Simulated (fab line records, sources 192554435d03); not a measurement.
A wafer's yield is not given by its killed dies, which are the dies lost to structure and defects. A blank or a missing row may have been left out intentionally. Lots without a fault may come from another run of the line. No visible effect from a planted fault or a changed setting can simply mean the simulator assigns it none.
Comparing a struck lot with a sound one :: flow n5 finfet :: 27 steps out of a route of 1938
Sound: wafers L775.2, L775.4. Struck: wafer L786.5 (left out: L786.2, L786.3 of the same lot, which were not struck); the cause appears at the end.
At each step with rows: each side's tool, then ch and its chambers, then its first start. Under that, the readings that differ: sound wafers :: struck wafers :: difference of the means :: sigmas: that difference in standard deviations of wafers without a fault.
alike: readings whose means differ by less than 2 such deviations, and words and numbers that are the same on both sides. not compared: withheld readings, readings that some wafer has no value for, bounds like >300 that may hide the same value, and numbers for which the record gives no deviation and whose values overlap.
The two part at a step that has a row with sigmas, a row that says differs or no value, or rows on one side only. Numbers that don't overlap but have no deviation are shown without sigmas and don't part them. A reading that every wafer of one side lacks parts them only if that side has two wafers or more.

N5_STI_FIN_REVEAL_ALD_14: deposits Si3N4, target thk 3 nm.
  sound on ald sin-03 ch 0,1, day 3 04:31; struck on ald sin-03 ch 0, day 5 21:59
  alike: heater power w
then, 3 steps without rows for these wafers: N5_STI_FIN_REVEAL_FCVD_FILL_01 (material SiO2 flowable, target thk 312 nm, time 512.2 s); N5_STI_FIN_REVEAL_DENSIFY_02 (time 1800 s); N5_STI_FIN_REVEAL_CMP_04 (polishes, stops on Si3N4, t overpolish 4 s, target thk 131.83 nm).
N5_STI_FIN_REVEAL_THK_MEAS_05:
  sound on film metro-02, day 3 09:51; struck on film metro-01, day 6 03:19
reading: thk nm (nm)
sound: 130.5 128.8
struck: 134.2
difference: +4.5
sigmas: +3
following that, these wafers have no rows for 1 step: N5_STI_FIN_REVEAL_DENSIFY_30.
N5_STI_FIN_REVEAL_ETCHBACK_08: etches SiO2 in C4F6/O2, target depth 30.5 nm, time 10.167 s.
  sound on rie diel-05 ch 0,1, day 3 10:08; struck on rie diel-06 ch 0, day 6 03:33
reading: rf vpp V (V)
sound: 648 672
struck: 704
difference: +44
sigmas: +3
  alike: drypump motor current A, oes product au, showerhead plenum p Torr, throttle valve pct
  not compared: rf hours counter h
then, 5 steps without rows for these wafers: N5_STI_FIN_REVEAL_STRIP_24 (strips in N2/H2, time 90 s); N5_STI_FIN_REVEAL_PRECLEAN_25 (cleans in SPM, time 90 s); N5_STI_FIN_REVEAL_PRECLEAN_26 (cleans in SC1, time 45 s); N5_STI_FIN_REVEAL_PRECLEAN_29 (cleans in DHF, time 30 s); N5_STI_FIN_REVEAL_SRD_12 (time 30 s).
N5_STI_FIN_REVEAL_RECESS_09: chemistry HF/NH3, target SiO2, afs cycles 11, target depth 42.5 nm, sublimation time 60 s.
  sound on vapor etch-02 ch 1, day 3 10:23; struck on vapor etch-01 ch 1, day 6 03:48
  alike: drypump motor current A
then, 2 steps without rows for these wafers: N5_STI_FIN_REVEAL_STRIP_16 (strips SiNx in H3PO4, target depth 23.8 nm); N5_STI_FIN_REVEAL_PRECLEAN_17 (cleans in NF3:NH3, afs cycles 1, time 20 s, sublimation time 60 s).
N5_STI_FIN_REVEAL_ETCH_34: etches Si in H2, material Si, target depth 0.97 nm.
  sound on rie si-01 ch 0,1, day 3 12:29; struck on rie si-01 ch 2, day 6 05:53
reading: oes product au (a.u.)
sound: 1.007 1.010
struck: 0.966
difference: -0.042
sigmas: -3
  alike: drypump motor current A, throttle valve pct
  not compared: rf hours counter h
N5_STI_FIN_REVEAL_OXIDATION_31: chemistry O2 PLASMA REMOTE, time 20 s.
  sound on plasma asher-01 ch 1, day 3 12:33; struck on plasma asher-02 ch 1, day 6 05:57
  alike: drypump motor current A, heater power w, temp c max
  not compared: rf hours counter h
then, 3 steps without rows for these wafers: N5_STI_FIN_REVEAL_PRECLEAN_32 (cleans in NF3:NH3, afs cycles 1, time 20 s, sublimation time 60 s); N5_STI_FIN_REVEAL_STRIP_35 (strips Si3N4 in H3PO4, target depth 4 nm, time 39 s); N5_STI_FIN_REVEAL_SRD_21 (time 30 s).
N5_STI_FIN_REVEAL_OXIDATION_33: chemistry O2 PLASMA REMOTE, time 20 s.
  sound on plasma asher-01 ch 1, day 3 12:54; struck on plasma asher-02 ch 0, day 6 06:19
reading: heater power w (W)
sound: 172 166
struck: 134
difference: -35
sigmas: -3
  alike: drypump motor current A, temp c max
  not compared: rf hours counter h
then, 2 steps without rows for these wafers: N5_STI_FIN_REVEAL_CLEAN_19 (cleans in O3/DIW, time 120 s); N5_STI_FIN_REVEAL_SRD_23 (time 30 s).
N5_STI_FIN_REVEAL_CD_MEAS_22: target cd 6.238 nm, pitch 28 nm.
  sound on cd sem-03, day 3 13:04; struck on cd sem-01, day 6 06:29
  alike: cd nm
N5_STI_FIN_REVEAL_FIN_H_MEAS_10:
  sound on ocd-01, day 3 13:05; struck on ocd-02, day 6 06:31
reading: trench depth nm (nm)
sound: 51.1 52.1
struck: 43.7
difference: -7.9
sigmas: -10
then, 2 steps without rows for these wafers: N5_STI_FIN_REVEAL_PRECLEAN_18 (cleans in SC2, time 45 s); N5_PASSIVATION_PROBE_49.

WHERE THEY PART
Last at N5_STI_FIN_REVEAL_FIN_H_MEAS_10 as far as this record goes, first at N5_STI_FIN_REVEAL_THK_MEAS_05.

WHY: what had been put in by the simulator
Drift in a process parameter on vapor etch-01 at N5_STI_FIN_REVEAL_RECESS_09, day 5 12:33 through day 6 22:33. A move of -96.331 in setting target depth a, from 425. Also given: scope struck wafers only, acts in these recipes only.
